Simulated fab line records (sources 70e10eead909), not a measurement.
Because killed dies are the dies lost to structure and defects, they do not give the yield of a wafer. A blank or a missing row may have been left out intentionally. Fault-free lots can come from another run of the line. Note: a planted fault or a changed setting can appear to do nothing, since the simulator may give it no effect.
Problem report in the 8D (eight disciplines) form, filled by code | flow nand_harc | the parts of the form that need people (team, actions taken, sign-off) are left out

== 1. THE PROBLEM ==
Wafers without a fault read 1002 nm, standard deviation 7.9; thk_nm at NHARC_A_ONON_D1_THK_MEAS_14 reads a mean of 1531 nm on 9 wafers belonging to 3 lots. Measured from the usual mean, that is +67 standard deviations.
The step: measures by ellipsometry.
First observed at day 11 20:42: wafer L243.3, on film_metro-02. The record has a number at this step for 42 wafers belonging to 14 lots. Rule for "out", or "out of limits": more than 4 standard deviations from the usual mean. Any other wafer with a number is counted as sound.

== 2. WHAT IT IS, AND WHAT IT ISN'T ==
question                    | is                           | is not
which readings at this step | thk_nm                       | -
which lots                  | L241, L243, L249             | L226, L228, L229, L230, L231, L236, L237, L239, L240, L244, L247
which wafers of those lots  | all that have a number       | -
read on which gauges        | film_metro-01, film_metro-02 | -
when                        | from day 11 20:42            | up to then (24 sound wafers); but 9 sound wafers of L240, L244, L247 came after

== 3. WHAT RULES OUT EACH SUSPECT ==
Counting: a tool at any process step up to the reading remains a suspect when it ran all the lots that are out and ran no sound lot after the first of those.
- ruled out: the gauge at NHARC_A_ONON_D1_THK_MEAS_14. The wafers that are out were read on 2 gauges (film_metro-01, film_metro-02).
- pecvd_onon-03 at NHARC_A_ONON_D1_DEP_12 (target thk 1000 nm): kept. It ran every lot that is out, first L243 (day 11 20:19), and no sound lot after that; its last sound lot up to then is L239 (day 11 00:09).
Left after counting: pecvd_onon-03 at NHARC_A_ONON_D1_DEP_12.

== 4. THE CAUSE (what the simulator had put in) ==
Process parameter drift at NHARC_A_ONON_D1_DEP_12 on pecvd_onon-03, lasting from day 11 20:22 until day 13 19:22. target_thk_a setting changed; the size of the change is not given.
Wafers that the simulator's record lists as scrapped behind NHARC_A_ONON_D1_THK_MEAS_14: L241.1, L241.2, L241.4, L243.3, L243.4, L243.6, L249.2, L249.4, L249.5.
The count eliminated every tool but this one.

== 5. SEQUENCE OF EFFECTS, ordered by route ==
Rows list readings where the struck wafers' mean (over those with a number) sits beyond 3 standard deviations from the usual. Readings are gone through only where the record gives a usual standard deviation; hours: the median, over the lots, of the time from a lot's start at the first step in this table giving one to that lot's start at this step; sigmas: the change measured in usual standard deviations.
hours | step                        | reading | usual   | on struck wafers | change | sigmas
0     | NHARC_A_ONON_D1_THK_MEAS_14 | thk_nm  | 1002 nm | 1531             | +529   | +67

== 6. HOW IT WOULD HAVE BEEN CAUGHT EARLIER ==
The first out-of-limits reading at a measuring or inspecting step in this record came at day 11 20:42, 0 hours after the fault's start at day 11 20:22.
Tool readings at NHARC_A_ONON_D1_DEP_12 with a usual standard deviation given in the record: none out on any struck wafer, hence no alarm at a limit of 4 standard deviations on them.
Among the 3 lots that are out, L249 began NHARC_A_ONON_D1_DEP_12 on pecvd_onon-03 after day 11 20:42. A tool hold placed at that time would have kept it from harm.
